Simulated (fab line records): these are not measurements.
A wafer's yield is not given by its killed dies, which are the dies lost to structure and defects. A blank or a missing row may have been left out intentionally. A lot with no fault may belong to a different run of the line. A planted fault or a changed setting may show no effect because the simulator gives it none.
fab line records    flow n5_finfet
record lots=24  wafers=72  last_day=21
route steps=1938 shown BEOL_M10@1490
lots untouched by any fault: they come from a run of this same line in which no faults occurred
start_h: hours from the record's opening day to when the first of the lot's shown wafers began    wait_h: how many hours have passed since the lot's step before this one    " repeats the value in the row above    L1.1+2: one row covering several wafers at once    - value missing, or start not given    * or withheld: withheld    < > ~ a bound
route shown NAME@n: names a module that has steps shown in the file, with the first one's number in the route    usual: mean/standard deviation taken from wafers without a fault    same: alike in all rows    chamber/n: place in a boat    sites: the reading at each site    _std_site: the values' standard deviation    _edge_site: inner sites' mean taken away from outer sites' mean    radius_mm: how far each site lies from the wafer's centre    mask NAME#n: copy n    behind: the tool/chamber that last shaped the wafer    hold: the reason the lot was held/the length of the hold in hours/how it ended    device: which transistor (n, p or np) failed to switch    end of line: the same wafers' tests at the end of the route    a step without rows: its recipe alone    killed: the dies lost at the first sort to structure and to defects; this is not the yield of the wafer    map: dies across one wafer; x = killed, . = not, _ = none there
set.NAME: the run value of the setting; set.NAME@STEP: its run value at that earlier step    model.NAME: the simulator's own value behind a step, which no gauge read
one table for each step of the route and one row for each wafer, over a sample of lots
services: when a tool's chamber went out of use (start_h, in hours from the record's first day, below 0 if earlier), for how many hours, and the reason
## steps
# step N5_BEOL_M10_STRIP_67
# recipe chemistry=CF4  resist=SiARC  power_w=300  bias_power_w=75  pressure_mtorr=50  cf4_flow_sccm=150  rf_frequency_hz=6e+07
# usual drypump_motor_current_A=5.9/0.44  oes_product_au=0.81/0.074  rf_vpp_V=271.5/1.3  showerhead_plenum_p_Torr=1.81/0.038  throttle_valve_pct=13.48/0.16
lot.wafer  tool         chamber  start_h  wait_h  drypump_motor_current_A  oes_product_au  rf_hours_counter_h  rf_vpp_V  showerhead_plenum_p_Torr  throttle_valve_pct
L076.2     rie_diel-01  2        320.34   0.0     5.5                      0.70            237                 270.4     1.77                      13.66
L076.5     "            2        "        "       5.6                      0.69            -                   270.6     1.77                      13.65
L076.6     "            3        "        "       6.4                      0.70            -                   271.0     1.77                      13.56
L074.3     rie_diel-05  0        327.24   0.0     5.7                      0.77            112                 271.7     1.86                      13.30
L074.4     "            2        "        "       5.8                      0.80            104                 271.8     1.82                      13.56
L074.5     "            0        "        "       5.6                      0.76            -                   273.3     1.86                      13.31
L075.1     rie_diel-05  1        327.84   0.0     6.2                      0.83            75                  273.5     1.90                      13.66
L075.4     "            2        "        "       5.7                      0.80            104                 269.9     1.82                      13.54
L075.5     "            0        "        "       5.7                      0.76            -                   272.8     1.86                      13.30
L077.2     rie_diel-01  3        334.65   0.0     6.4                      0.70            232                 271.0     1.77                      13.55
L077.3     "            0        "        "       6.2                      0.77            139                 273.5     1.85                      13.52
L077.6     "            3        "        "       6.4                      0.69            -                   271.1     1.77                      13.56
L078.1     rie_diel-04  0        334.86   0.0     5.1                      0.89            31                  269.4     1.77                      13.50
L078.4     "            1        "        "       6.3                      0.86            61                  271.9     1.80                      13.44
L078.6     "            0        "        "       5.1                      0.89            -                   269.6     1.77                      13.51
L079.2     rie_diel-04  1        335.93   0.0     6.3                      0.86            62                  272.7     1.80                      13.46
L079.3     "            3        "        "       5.6                      0.95            8                   271.6     1.83                      13.20
L079.4     "            2        "        "       5.7                      0.74            158                 271.4     1.81                      13.63
L081.1     rie_diel-01  0        345.40   0.0     6.2                      0.76            143                 273.4     1.85                      13.50
L081.2     "            1        "        "       5.9                      0.88            34                  269.2     1.78                      13.54
L081.6     "            1        "        "       5.9                      0.87            -                   268.8     1.78                      13.54
L080.2     rie_diel-04  1        354.64   0.0     6.3                      0.85            71                  272.0     1.79                      13.48
L080.4     "            3        "        "       5.6                      0.93            18                  271.3     1.82                      13.23
L080.5     "            0        "        "       5.1                      0.88            -                   270.9     1.76                      13.53
L083.1     rie_diel-01  1        355.44   0.0     5.9                      0.86            38                  270.3     1.78                      13.55
L083.2     "            3        "        "       6.4                      0.69            240                 271.8     1.76                      13.59
L083.5     "            1        "        "       5.9                      0.86            -                   270.7     1.78                      13.54
L082.1     rie_diel-04  2        359.93   0.0     5.7                      0.74            164                 270.4     1.81                      13.65
L082.3     "            0        "        "       5.1                      0.87            38                  269.4     1.76                      13.53
L082.6     "            3        "        "       5.6                      0.92            -                   271.4     1.82                      13.23
L085.2     rie_diel-04  2        363.50   0.0     5.7                      0.74            165                 272.8     1.81                      13.65
L085.3     "            0        "        "       5.1                      0.87            39                  270.4     1.76                      13.51
L085.6     "            3        "        "       5.6                      0.92            -                   272.2     1.82                      13.25
L084.1     rie_diel-05  0        375.57   0.0     5.7                      0.75            130                 273.4     1.85                      13.35
L084.3     "            3        "        "       6.7                      0.78            100                 272.2     1.85                      13.35
L084.5     "            3        "        "       6.7                      0.78            -                   275.0     1.85                      13.33
L086.3     rie_diel-04  0        376.14   0.0     5.1                      0.87            43                  271.3     1.76                      13.52
L086.5     "            1        "        "       6.3                      0.84            -                   271.8     1.79                      13.47
L086.6     "            2        "        "       5.7                      0.73            -                   270.8     1.81                      13.63
L089.1     rie_diel-04  0        392.59   0.0     5.1                      0.86            48                  269.6     1.76                      13.54
L089.2     "            3        "        "       5.6                      0.90            30                  272.0     1.82                      13.28
L089.5     "            3        "        "       5.6                      0.90            -                   271.1     1.82                      13.26
L091.3     rie_diel-04  1        395.18   0.0     6.3                      0.83            84                  272.1     1.79                      13.50
L091.4     "            0        "        "       5.1                      0.87            49                  270.3     1.76                      13.54
L091.6     "            0        "        "       5.1                      0.86            -                   269.3     1.76                      13.55
L087.1     rie_diel-04  3        402.66   0.0     5.7                      0.89            32                  271.0     1.82                      13.25
L087.2     "            0        "        "       5.1                      0.86            51                  270.4     1.76                      13.54
L087.6     "            3        "        "       5.6                      0.88            -                   270.7     1.82                      13.28
L088.1     rie_diel-01  2        406.18   0.0     5.5                      0.91            16                  269.6     1.76                      13.17
L088.5     "            0        "        "       6.2                      0.74            -                   272.8     1.84                      13.60
L088.6     "            2        "        "       5.5                      0.91            -                   271.0     1.76                      13.18
L092.3     rie_diel-01  1        406.60   0.0     5.9                      0.82            66                  269.9     1.77                      13.59
L092.5     "            2        "        "       5.5                      0.91            -                   270.9     1.76                      13.16
L092.6     "            1        "        "       6.0                      0.83            -                   271.8     1.77                      13.62
L090.2     rie_diel-05  1        406.85   0.0     6.1                      0.79            108                 273.5     1.89                      13.74
L090.3     "            0        "        "       5.7                      0.74            142                 272.3     1.85                      13.37
L090.6     "            0        "        "       5.7                      0.74            -                   274.0     1.85                      13.37
L093.1     rie_diel-01  2        424.85   0.0     5.5                      0.91            24                  270.6     1.76                      13.18
L093.3     "            0        "        "       6.2                      0.73            182                 272.7     1.84                      13.61
L093.6     "            0        "        "       6.2                      0.72            -                   272.1     1.84                      13.62
L094.1     rie_diel-01  1        432.95   0.0     5.9                      0.82            72                  271.4     1.77                      13.65
L094.3     "            2        "        "       5.6                      0.89            27                  271.6     1.76                      13.18
L094.4     "            2        "        "       5.6                      0.89            -                   271.6     1.76                      13.19
L095.1     rie_diel-04  2        439.03   0.0     5.7                      0.72            192                 271.7     1.80                      13.70
L095.3     "            1        "        "       6.3                      0.81            101                 270.7     1.79                      13.53
L095.6     "            1        "        "       6.3                      0.82            -                   271.5     1.79                      13.54
L096.1     rie_diel-05  1        440.85   0.0     6.2                      0.78            118                 272.6     1.88                      13.77
L096.5     "            1        "        "       6.2                      0.78            -                   273.3     1.88                      13.75
L096.6     "            0        "        "       5.7                      0.73            -                   272.0     1.85                      13.41
L097.2     rie_diel-05  3        452.66   0.0     6.7                      0.76            126                 274.1     1.85                      13.40
L097.3     "            0        "        "       5.7                      0.73            156                 272.3     1.85                      13.41
L097.6     "            3        "        "       6.8                      0.77            -                   273.4     1.85                      13.41
# step N5_BEOL_M10_OVL_MEAS_29
# recipe points_per_wafer=44
# usual V9_OVL=-0.5/0.63
lot.wafer  tool        chamber  start_h  wait_h  V9_OVL[nm]
L076.2     overlay-01  0        321.43   0.0     -0.1
L076.5     "           0        "        "       -0.8
L076.6     "           0        "        "       -0.8
L074.3     overlay-02  0        328.09   0.0     -0.9
L074.4     "           0        "        "       -1.1
L074.5     "           0        "        "       -0.7
L075.1     overlay-02  0        329.84   0.0     -0.2
L075.4     "           0        "        "       -0.2
L075.5     "           0        "        "       -0.9
L078.1     overlay-01  0        336.22   0.0     0.5
L078.4     "           0        "        "       -0.3
L078.6     "           0        "        "       -0.6
L077.2     overlay-02  0        336.26   0.0     -0.4
L077.3     "           0        "        "       -1.4
L077.6     "           0        "        "       -1.2
L079.2     overlay-02  0        336.48   0.0     -0.8
L079.3     "           0        "        "       -0.6
L079.4     "           0        "        "       -1.0
L081.1     overlay-02  0        346.51   0.0     -0.5
L081.2     "           0        "        "       0.4
L081.6     "           0        "        "       0.8
L083.1     overlay-01  0        358.11   0.0     -0.7
L083.2     "           0        "        "       -0.7
L083.5     "           0        "        "       0.1
L080.2     overlay-01  0        358.15   0.0     0.4
L080.4     "           0        "        "       -0.9
L080.5     "           0        "        "       -0.5
L082.1     overlay-01  0        361.07   0.0     0.0
L082.3     "           0        "        "       -0.2
L082.6     "           0        "        "       -0.5
L085.2     overlay-02  0        366.46   0.0     -1.3
L085.3     "           0        "        "       -0.6
L085.6     "           0        "        "       0.0
L084.1     overlay-02  0        377.26   0.0     -0.1
L084.3     "           0        "        "       -0.8
L084.5     "           0        "        "       0.3
L086.3     overlay-01  0        377.43   0.0     -0.7
L086.5     "           0        "        "       -0.2
L086.6     "           0        "        "       -0.7
L089.1     overlay-01  0        394.43   0.0     -1.9
L089.2     "           0        "        "       -0.5
L089.5     "           0        "        "       -1.6
L091.3     overlay-01  0        396.65   0.0     1.0
L091.4     "           0        "        "       0.0
L091.6     "           0        "        "       0.6
L087.1     overlay-02  0        404.95   0.0     -0.9
L087.2     "           0        "        "       -1.2
L087.6     "           0        "        "       -1.3
L088.1     overlay-02  0        406.84   0.0     -0.5
L088.5     "           0        "        "       -1.3
L088.6     "           0        "        "       0.5
L090.2     overlay-02  0        409.73   0.0     -1.0
L090.3     "           0        "        "       -0.8
L090.6     "           0        "        "       -1.4
L092.3     overlay-01  0        409.86   0.0     -0.9
L092.5     "           0        "        "       -0.7
L092.6     "           0        "        "       -0.7
L093.1     overlay-02  0        426.94   0.0     -0.9
L093.3     "           0        "        "       0.1
L093.6     "           0        "        "       -1.1
L094.1     overlay-01  0        433.86   0.0     -1.1
L094.3     "           0        "        "       -1.3
L094.4     "           0        "        "       0.4
L095.1     overlay-01  0        439.57   0.0     -0.2
L095.3     "           0        "        "       0.0
L095.6     "           0        "        "       -1.1
L096.1     overlay-02  0        442.99   0.0     -0.5
L096.5     "           0        "        "       -0.5
L096.6     "           0        "        "       -0.2
L097.2     overlay-01  0        453.22   0.0     0.1
L097.3     "           0        "        "       -0.1
L097.6     "           0        "        "       -1.8
# step N5_BEOL_M10_DEGAS_44
# recipe ambient=vacuum  temp_c=250  time_s=60
# usual heater_power_w=330/46  susceptor_temp_C=250.00/0.18
lot.wafer  tool            chamber  start_h  wait_h  heater_power_w  susceptor_temp_C
L076.2     pvd_sputter-02  -        323.03   0.7     400             249.87
L076.5     "               -        "        "       407             249.83
L076.6     "               -        "        "       306             250.25
L074.3     pvd_sputter-03  -        330.09   0.9     310             249.93
L074.4     "               -        "        "       389             250.08
L074.5     "               -        "        "       394             249.71
L075.1     pvd_sputter-03  -        331.03   0.4     318             249.90
L075.4     "               -        "        "       355             249.98
L075.5     "               -        "        "       401             249.88
L078.1     pvd_sputter-01  -        337.61   0.4     294             250.08
L078.4     "               -        "        "       278             249.88
L078.6     "               -        "        "       310             250.17
L077.2     pvd_sputter-03  -        337.63   0.3     307             249.82
L077.3     "               -        "        "       398             250.14
L077.6     "               -        "        "       348             250.36
L079.2     pvd_sputter-01  -        338.15   0.7     278             249.84
L079.3     "               -        "        "       318             249.80
L079.4     "               -        "        "       310             249.85
L081.1     pvd_sputter-01  -        348.80   0.3     312             250.09
L081.2     "               -        "        "       406             249.79
L081.6     "               -        "        "       303             250.22
L083.1     pvd_sputter-01  -        359.24   0.3     410             249.86
L083.2     "               -        "        "       308             249.89
L083.5     "               -        "        "       273             250.16
L080.2     pvd_sputter-01  -        359.82   0.3     277             249.81
L080.4     "               -        "        "       304             250.25
L080.5     "               -        "        "       297             250.18
L082.1     pvd_sputter-01  -        362.36   0.3     403             249.93
L082.3     "               -        "        "       274             250.16
L082.6     "               -        "        "       409             249.85
L085.2     pvd_sputter-01  -        367.89   0.3     279             250.07
L085.3     "               -        "        "       304             249.91
L085.6     "               -        "        "       301             249.56
L084.1     pvd_sputter-02  -        378.68   0.6     313             249.58
L084.3     "               -        "        "       400             250.37
L084.5     "               -        "        "       274             250.21
L086.3     pvd_sputter-02  -        379.38   0.5     411             249.81
L086.5     "               -        "        "       311             250.01
L086.6     "               -        "        "       425             249.59
L089.1     pvd_sputter-01  -        395.90   0.7     280             250.09
L089.2     "               -        "        "       394             250.02
L089.5     "               -        "        "       404             250.03
L091.3     pvd_sputter-01  -        398.10   0.6     275             250.02
L091.4     "               -        "        "       406             249.87
L091.6     "               -        "        "       406             250.19
L087.1     pvd_sputter-02  -        406.25   0.4     314             249.97
L087.2     "               -        "        "       273             249.74
L087.6     "               -        "        "       316             249.87
L088.1     pvd_sputter-02  -        407.99   0.3     317             249.47
L088.5     "               -        "        "       322             250.18
L088.6     "               -        "        "       276             250.00
L090.2     pvd_sputter-03  -        412.27   1.7     361             250.18
L090.3     "               -        "        "       405             249.94
L090.6     "               -        "        "       347             250.07
L092.3     pvd_sputter-03  -        412.35   1.5     392             249.79
L092.5     "               -        "        "       352             250.32
L092.6     "               -        "        "       397             249.89
L093.1     pvd_sputter-02  -        428.45   0.7     275             249.62
L093.3     "               -        "        "       313             249.97
L093.6     "               -        "        "       269             249.65
L094.1     pvd_sputter-02  -        434.99   0.3     315             250.21
L094.3     "               -        "        "       274             250.26
L094.4     "               -        "        "       408             250.18
L095.1     pvd_sputter-03  -        440.84   0.3     347             249.99
L095.3     "               -        "        "       298             249.73
L095.6     "               -        "        "       343             250.00
L096.1     pvd_sputter-03  -        444.40   0.6     394             250.03
L096.5     "               -        "        "       311             250.06
L096.6     "               -        "        "       388             250.38
L097.2     pvd_sputter-01  -        454.48   0.4     275             250.03
L097.3     "               -        "        "       397             249.85
L097.6     "               -        "        "       309             250.03
# step N5_BEOL_M10_SURFACE_TREAT_76
# recipe gas=Ar  time_s=*  ion_energy_ev=*  ion_current_ma_cm2=0.5  pressure_mtorr=*  ar_flow_sccm=30
# usual throttle_valve_pct=*
lot.wafer  tool            chamber  start_h  wait_h  throttle_valve_pct
L076.2     pvd_sputter-02  -        323.43   0.2     *
L076.5     "               -        "        "       *
L076.6     "               -        "        "       *
L074.3     pvd_sputter-02  -        330.52   0.2     *
L074.4     "               -        "        "       *
L074.5     "               -        "        "       *
L075.1     pvd_sputter-02  -        331.61   0.3     *
L075.4     "               -        "        "       *
L075.5     "               -        "        "       *
L077.2     pvd_sputter-03  -        338.11   0.2     *
L077.3     "               -        "        "       *
L077.6     "               -        "        "       *
L078.1     pvd_sputter-01  -        338.23   0.2     *
L078.4     "               -        "        "       *
L078.6     "               -        "        "       *
L079.2     pvd_sputter-03  -        338.61   0.2     *
L079.3     "               -        "        "       *
L079.4     "               -        "        "       *
L081.1     pvd_sputter-01  -        349.32   0.3     *
L081.2     "               -        "        "       *
L081.6     "               -        "        "       *
L083.1     pvd_sputter-03  -        359.63   0.2     *
L083.2     "               -        "        "       *
L083.5     "               -        "        "       *
L080.2     pvd_sputter-02  -        360.51   0.5     *
L080.4     "               -        "        "       *
L080.5     "               -        "        "       *
L082.1     pvd_sputter-03  -        362.81   0.2     *
L082.3     "               -        "        "       *
L082.6     "               -        "        "       *
L085.2     pvd_sputter-01  -        368.37   0.2     *
L085.3     "               -        "        "       *
L085.6     "               -        "        "       *
L084.1     pvd_sputter-02  -        379.18   0.2     *
L084.3     "               -        "        "       *
L084.5     "               -        "        "       *
L086.3     pvd_sputter-03  -        379.85   0.2     *
L086.5     "               -        "        "       *
L086.6     "               -        "        "       *
L089.1     pvd_sputter-01  -        396.54   0.2     *
L089.2     "               -        "        "       *
L089.5     "               -        "        "       *
L091.3     pvd_sputter-01  -        398.50   0.2     *
L091.4     "               -        "        "       *
L091.6     "               -        "        "       *
L087.1     pvd_sputter-02  -        406.79   0.3     *
L087.2     "               -        "        "       *
L087.6     "               -        "        "       *
L088.1     pvd_sputter-03  -        408.85   0.6     *
L088.5     "               -        "        "       *
L088.6     "               -        "        "       *
L090.2     pvd_sputter-03  -        412.71   0.2     *
L090.3     "               -        "        "       *
L090.6     "               -        "        "       *
L092.3     pvd_sputter-03  -        412.75   0.2     *
L092.5     "               -        "        "       *
L092.6     "               -        "        "       *
L093.1     pvd_sputter-03  -        428.84   0.2     *
L093.3     "               -        "        "       *
L093.6     "               -        "        "       *
L094.1     pvd_sputter-01  -        435.42   0.2     *
L094.3     "               -        "        "       *
L094.4     "               -        "        "       *
L095.1     pvd_sputter-02  -        442.99   1.9     *
L095.3     "               -        "        "       *
L095.6     "               -        "        "       *
L096.1     pvd_sputter-01  -        446.82   2.1     *
L096.5     "               -        "        "       *
L096.6     "               -        "        "       *
L097.2     pvd_sputter-01  -        455.00   0.3     *
L097.3     "               -        "        "       *
L097.6     "               -        "        "       *
# step N5_BEOL_M10_SPUTTER_48
# recipe material=Cu  target_thk_a=120  temp_c=-20  bias_v=60  power_w=26000  chamber_pressure_pa=0.13  time_s=2
# usual susceptor_temp_C=-20.01/0.11  throttle_valve_pct=30.2/1.2
lot.wafer  tool            chamber  start_h  wait_h  susceptor_temp_C  throttle_valve_pct
L076.2     pvd_sputter-01  -        323.77   0.1     -20.02            28.7
L076.5     "               -        "        "       -19.84            31.4
L076.6     "               -        "        "       -20.07            28.8
L074.3     pvd_sputter-03  -        330.83   0.1     -19.97            28.7
L074.4     "               -        "        "       -20.14            31.8
L074.5     "               -        "        "       -20.05            30.1
L075.1     pvd_sputter-02  -        331.93   0.2     -20.03            30.2
L075.4     "               -        "        "       -19.90            30.6
L075.5     "               -        "        "       -19.94            28.9
L077.2     pvd_sputter-03  -        338.35   0.1     -20.00            28.8
L077.3     "               -        "        "       -19.97            28.4
L077.6     "               -        "        "       -19.98            31.8
L078.1     pvd_sputter-03  -        338.53   0.2     -20.04            31.6
L078.4     "               -        "        "       -19.86            29.0
L078.6     "               -        "        "       -20.04            29.1
L079.2     pvd_sputter-03  -        338.85   0.1     -19.95            29.1
L079.3     "               -        "        "       -19.92            28.5
L079.4     "               -        "        "       -20.12            32.0
L081.1     pvd_sputter-01  -        349.66   0.1     -20.18            28.9
L081.2     "               -        "        "       -20.11            29.9
L081.6     "               -        "        "       -19.97            31.9
L083.1     pvd_sputter-02  -        359.93   0.1     -20.00            30.6
L083.2     "               -        "        "       -19.91            29.3
L083.5     "               -        "        "       -20.26            30.1
L080.2     pvd_sputter-02  -        360.75   0.1     -19.75            30.4
L080.4     "               -        "        "       -20.10            30.8
L080.5     "               -        "        "       -19.91            30.3
L082.1     pvd_sputter-03  -        363.41   0.3     -20.00            28.7
L082.3     "               -        "        "       -20.03            31.8
L082.6     "               -        "        "       -20.05            29.0
L085.2     pvd_sputter-01  -        368.63   0.1     -20.01            31.9
L085.3     "               -        "        "       -19.97            28.7
L085.6     "               -        "        "       -20.05            30.0
L084.1     pvd_sputter-02  -        379.58   0.2     -20.22            30.4
L084.3     "               -        "        "       -19.97            30.2
L084.5     "               -        "        "       -19.98            30.5
L086.3     pvd_sputter-03  -        380.39   0.4     -19.99            31.9
L086.5     "               -        "        "       -20.06            28.4
L086.6     "               -        "        "       -20.02            32.1
L089.1     pvd_sputter-01  -        396.86   0.2     -20.08            32.1
L089.2     "               -        "        "       -20.10            31.6
L089.5     "               -        "        "       -19.86            31.9
L091.3     pvd_sputter-01  -        398.94   0.3     -19.97            31.6
L091.4     "               -        "        "       -19.81            30.0
L091.6     "               -        "        "       -19.90            30.2
L087.1     pvd_sputter-01  -        407.07   0.1     -20.13            28.6
L087.2     "               -        "        "       -20.27            30.1
L087.6     "               -        "        "       -19.99            32.0
L088.1     pvd_sputter-01  -        410.13   1.2     -20.11            31.8
L088.5     "               -        "        "       -20.07            31.5
L088.6     "               -        "        "       -19.80            28.7
L090.2     pvd_sputter-03  -        412.99   0.2     -20.08            32.0
L090.3     "               -        "        "       -19.99            28.5
L090.6     "               -        "        "       -20.03            29.1
L092.3     pvd_sputter-03  -        413.11   0.1     -20.09            30.3
L092.5     "               -        "        "       -20.09            30.1
L092.6     "               -        "        "       -20.24            28.8
L093.1     pvd_sputter-03  -        429.18   0.2     -19.95            28.9
L093.3     "               -        "        "       -19.92            31.8
L093.6     "               -        "        "       -20.09            29.9
L094.1     pvd_sputter-02  -        435.69   0.2     -20.01            30.4
L094.3     "               -        "        "       -20.05            29.1
L094.4     "               -        "        "       -19.94            30.7
L095.1     pvd_sputter-03  -        443.34   0.1     -19.93            31.8
L095.3     "               -        "        "       -20.07            30.0
L095.6     "               -        "        "       -19.93            31.9
L096.1     pvd_sputter-01  -        447.26   0.1     -20.08            28.8
L096.5     "               -        "        "       -19.91            28.6
L096.6     "               -        "        "       -20.11            31.4
L097.2     pvd_sputter-01  -        455.28   0.1     -20.12            28.9
L097.3     "               -        "        "       -19.85            29.8
L097.6     "               -        "        "       -19.85            30.0
# step N5_BEOL_M10_ANNEAL_51
# recipe temp_c=225  time_s=90  ambient=N2
# usual wafer_temp_C_max=225.82/0.25
lot.wafer  tool           chamber  start_h  wait_h  wafer_temp_C_max
L076.2     rtp_anneal-02  0        324.89   0.9     225.80
L076.5     "              0        "        "       225.78
L076.6     "              0        "        "       226.27
L074.3     rtp_anneal-01  0        331.15   0.1     226.28
L074.4     "              0        "        "       225.88
L074.5     "              0        "        "       226.01
L075.1     rtp_anneal-01  0        332.16   0.1     225.76
L075.4     "              0        "        "       225.60
L075.5     "              0        "        "       226.35
L077.2     rtp_anneal-01  0        338.70   0.2     225.93
L077.3     "              0        "        "       225.87
L077.6     "              0        "        "       226.03
L078.1     rtp_anneal-02  0        338.84   0.2     225.51
L078.4     "              0        "        "       225.42
L078.6     "              0        "        "       225.52
L079.2     rtp_anneal-01  0        339.42   0.4     225.69
L079.3     "              0        "        "       225.85
L079.4     "              0        "        "       225.99
L081.1     rtp_anneal-02  0        349.88   0.1     225.98
L081.2     "              0        "        "       225.87
L081.6     "              0        "        "       225.61
L083.1     rtp_anneal-02  0        360.53   0.5     225.88
L083.2     "              0        "        "       225.96
L083.5     "              0        "        "       225.71
L080.2     rtp_anneal-02  0        361.56   0.7     226.04
L080.4     "              0        "        "       225.62
L080.5     "              0        "        "       225.84
L082.1     rtp_anneal-01  0        363.64   0.1     226.17
L082.3     "              0        "        "       226.46
L082.6     "              0        "        "       225.62
L085.2     rtp_anneal-02  0        369.06   0.3     225.72
L085.3     "              0        "        "       225.85
L085.6     "              0        "        "       225.60
L084.1     rtp_anneal-02  0        379.81   0.1     225.52
L084.3     "              0        "        "       225.92
L084.5     "              0        "        "       225.60
L086.3     rtp_anneal-02  0        380.71   0.1     225.59
L086.5     "              0        "        "       225.50
L086.6     "              0        "        "       225.60
L089.1     rtp_anneal-01  0        397.27   0.3     225.60
L089.2     "              0        "        "       225.86
L089.5     "              0        "        "       225.67
L091.3     rtp_anneal-01  0        399.63   0.4     226.00
L091.4     "              0        "        "       226.23
L091.6     "              0        "        "       225.88
L087.1     rtp_anneal-01  0        407.59   0.4     226.47
L087.2     "              0        "        "       225.61
L087.6     "              0        "        "       225.68
L088.1     rtp_anneal-02  0        410.36   0.1     225.98
L088.5     "              0        "        "       225.60
L088.6     "              0        "        "       226.06
L090.2     rtp_anneal-01  0        413.26   0.1     226.24
L090.3     "              0        "        "       225.85
L090.6     "              0        "        "       225.80
L092.3     rtp_anneal-02  0        413.44   0.1     225.74
L092.5     "              0        "        "       225.65
L092.6     "              0        "        "       225.57
L093.1     rtp_anneal-02  0        430.03   0.7     225.39
L093.3     "              0        "        "       225.74
L093.6     "              0        "        "       226.10
L094.1     rtp_anneal-02  0        436.11   0.3     225.65
L094.3     "              0        "        "       225.77
L094.4     "              0        "        "       225.44
L095.1     rtp_anneal-02  0        443.78   0.3     226.04
L095.3     "              0        "        "       225.87
L095.6     "              0        "        "       226.03
L096.1     rtp_anneal-02  0        447.51   0.1     225.35
L096.5     "              0        "        "       225.31
L096.6     "              0        "        "       225.63
L097.2     rtp_anneal-01  0        455.74   0.3     225.76
L097.3     "              0        "        "       225.86
L097.6     "              0        "        "       225.81
## services
tool            chamber  start_h  hours  kind
rie_diel-01     1        310.36   2.1    repair
rie_diel-04     2        339.41   7.8    repair
rie_diel-01     2        354.43   -      clean
rie_diel-01     2        354.43   -      consumable_replace:focus_ring
rie_diel-01     2        354.43   23.2   scheduled_down
rie_diel-01     2        354.43   23.2   vent_cycle
rie_diel-05     0        359.21   8.0    repair
rie_diel-01     3        377.91   -      clean
rie_diel-01     3        377.91   -      consumable_replace:focus_ring
rie_diel-01     3        377.91   30.8   scheduled_down
rie_diel-01     3        377.91   30.8   vent_cycle
pvd_sputter-02  -        409.67   7.3    repair
rie_diel-05     -        410.63   0.9    repair
pvd_sputter-01  -        426.95   3.4    repair
rie_diel-01     3        432.33   4.8    repair
rie_diel-05     1        452.35   1.3    repair
## key
fault none
